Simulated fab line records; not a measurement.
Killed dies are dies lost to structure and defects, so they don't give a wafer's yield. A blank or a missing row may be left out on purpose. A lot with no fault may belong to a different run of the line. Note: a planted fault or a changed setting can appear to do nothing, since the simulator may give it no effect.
Split-lot trial + flow n5 finfet + 21 wafers read across 7 lots, on a route 1938 steps long

SPLIT DETAILS
At N5_BEOL_M2_EXPOSE_08 (exposes mask M2), the setting dose mj was moved away from the recipe's 41.25 on 6 of the 21 wafers read, by -7.1% to +2.8%. This setting was run at the recipe's value on the other wafers.

FROM THE SPLIT TO THE READING: what the file shows between them, 11 steps
- N5_BEOL_M2_PEB_09: peb time 60 s
- N5_BEOL_M2_DEVELOP_10: develop time 30 s
- N5_BEOL_M2_CD_MEAS_11: target cd 16.79 nm
- N5_BEOL_M2_DESCUM_16: chemistry O2, time 7 s (also split here: time s)
- N5_BEOL_M2_ETCH_74: etches underlayer in N2/H2, target depth 6.5 nm, time 5.2 s
- N5_BEOL_M2_ETCH_63: etches SiARC in CF4, target depth 15.6 nm, time 26 s
- N5_BEOL_M2_ETCH_64: etches SOC in N2/H2, target depth 75 nm, overetch 22.5 nm, time 121.9 s
- N5_BEOL_M2_STRIP_65: strips in N2/H2
- N5_BEOL_M2_STRIP_75: strips in N2/H2
- N5_BEOL_M2_PRECLEAN_42: cleans in residue remover, time 60 s
- N5_BEOL_M2_SRD_43: time 30 s

THE READING
cd nm, in nm, at N5_BEOL_M2_CD_MEAS_35 (target cd 18 nm, target cd y 22.2 nm). Fault-free wafers of this fab line usually give 18.1 nm, standard deviation 0.32 nm.

| wafer  | tool, chamber at the split | dose mj as run | against the recipe | cd nm, nm | against lot-mates on the recipe |
|--------|----------------------------|----------------|--------------------|-----------|---------------------------------|
| L075.1 | euv scanner-01, 0          | 41.25          | recipe             | 18.1      | -                               |
| L075.4 | euv scanner-01, 0          | 41.25          | recipe             | 18.2      | -                               |
| L075.5 | euv scanner-01, 0          | 41.25          | recipe             | 18.6      | -                               |
| L078.1 | euv scanner-02, 0          | 41.25          | recipe             | 17.8      | -                               |
| L078.2 | euv scanner-02, 0          | 41.25          | recipe             | 17.8      | -                               |
| L078.4 | euv scanner-02, 0          | 41.25          | recipe             | 17.8      | -                               |
| L084.2 | euv scanner-02, 0          | 40.37          | -2.1%              | 17.8      | +0.0                            |
| L084.3 | euv scanner-02, 0          | 41.25          | recipe             | 17.8      | -                               |
| L084.5 | euv scanner-02, 0          | 40.37          | -2.1%              | 17.6      | -0.2                            |
| L085.2 | euv scanner-02, 0          | 41.25          | recipe             | 18.3      | -                               |
| L085.4 | euv scanner-02, 0          | 41.25          | recipe             | 18.1      | -                               |
| L085.6 | euv scanner-02, 0          | 40.34          | -2.2%              | 17.8      | -0.4                            |
| L089.1 | euv scanner-02, 0          | 41.25          | recipe             | 18.0      | -                               |
| L089.4 | euv scanner-02, 0          | 41.25          | recipe             | 17.6      | -                               |
| L089.5 | euv scanner-02, 0          | 41.25          | recipe             | 18.0      | -                               |
| L096.1 | euv scanner-01, 0          | 41.25          | recipe             | 18.2      | -                               |
| L096.2 | euv scanner-01, 0          | 38.34          | -7.1%              | 16.8      | -1.3                            |
| L096.3 | euv scanner-01, 0          | 41.25          | recipe             | 18.1      | -                               |
| L097.2 | euv scanner-02, 0          | 41.25          | recipe             | 17.9      | -                               |
| L097.4 | euv scanner-02, 0          | 42.42          | +2.8%              | 18.6      | +0.7                            |
| L097.6 | euv scanner-02, 0          | 42.42          | +2.8%              | 18.4      | +0.5                            |

FIT RESULTS
A straight line over all 21 wafers: cd nm changes by +0.166 nm for each +1% of dose mj; r = +0.83; the points scatter about the line by 0.22 nm.
The same after taking each lot's own level away (the mean of its wafers on the recipe; 21 wafers): +0.182 nm for each +1%; r = +0.92; scatter 0.16 nm.
According to that fit, moving dose mj by its largest amount changes the reading by 1.3 nm.
The lots' own levels span 17.80 to 18.30 nm, that is 1.6 times the standard deviation above.
Hence the lot-to-lot level has little effect on the slope; both slopes agree.
Check: with one of the wafers moved furthest among these (-7.1%) left out of the fit, the line predicts -1.08 nm for it against its lot-mates. Against them it came out at -1.35 nm.

FURTHER SPLITS ON THESE WAFERS
Other splits were also applied to these wafers ahead of the reading. Each is held against what the fit with the lots' levels taken away leaves over:
| other split on the same wafers              | wafers away from the commonest value | r with cd nm (lot level and that fit taken away) |
|---------------------------------------------|--------------------------------------|--------------------------------------------------|
| N5_MOL_CONTACT_COAG_EXPOSE_37 dose mj       | 7                                    | +0.01                                            |
| N5_BEOL_M0_SAQP_SPACER2_ALD_26 target thk a | 3                                    | +0.00                                            |
| N5_BEOL_M0_SAQP_EXPOSE_37 dose mj           | 7                                    | -0.51                                            |
| N5_BEOL_M0_ETCH_138 source w                | 6                                    | -0.37                                            |
| N5_BEOL_M0_ETCH_128 source w                | 11                                   | +0.29                                            |
| N5_BEOL_M2_DESCUM_16 time s                 | 7                                    | +0.30                                            |

THE WHOLE CHAIN: every reading that the file lists as answering this split, in the file's order
| step                    | what it does                                                            | reading                                                               | change (the file's fit)                                                                                                               | r (the file's) |
|-------------------------|-------------------------------------------------------------------------|-----------------------------------------------------------------------|---------------------------------------------------------------------------------------------------------------------------------------|----------------|
| N5_BEOL_M2_CD_MEAS_11   | target cd 16.79 nm                                                      | cd nm                                                                 | +0.244 nm for each +1% of the setting                                                                                                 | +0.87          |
| N5_BEOL_M2_ETCH_74      | etches underlayer in N2/H2, target depth 6.5 nm, time 5.2 s             | BEOL_M2.cd offset nm (the simulator's own value, which no gauge read) | +0.237 nm for each +1% of the setting                                                                                                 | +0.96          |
| N5_BEOL_M2_ETCH_64      | etches SOC in N2/H2, target depth 75 nm, overetch 22.5 nm, time 121.9 s | BEOL_M2.cd offset nm (the simulator's own value, which no gauge read) | +0.214 nm for each +1% of the setting                                                                                                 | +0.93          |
| N5_BEOL_M2_CD_MEAS_35   | target cd 18 nm, target cd y 22.2 nm                                    | cd nm                                                                 | +0.186 nm for each +1% of the setting                                                                                                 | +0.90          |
| N5_PASSIVATION_PROBE_49 |                                                                         | defect limited yield                                                  | +13 for each +1% of the setting, in a fit together with target thk a@STI_FIN_REVEAL_ALD_14,target thk a@BEOL_M0_SAQP_SPACER2_ALD_26   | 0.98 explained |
| N5_PASSIVATION_PROBE_49 |                                                                         | killed dies                                                           | -154 for each +1% of the setting, in a fit together with target thk a@STI_FIN_REVEAL_ALD_14,target thk a@BEOL_M0_SAQP_SPACER2_ALD_26  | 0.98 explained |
| N5_PASSIVATION_PROBE_49 |                                                                         | sort yield pct                                                        | +13 % for each +1% of the setting, in a fit together with target thk a@STI_FIN_REVEAL_ALD_14,target thk a@BEOL_M0_SAQP_SPACER2_ALD_26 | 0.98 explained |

THE FILE'S OWN FIT
cd nm changes by +0.186 nm for each +1% of dose mj, r = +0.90.
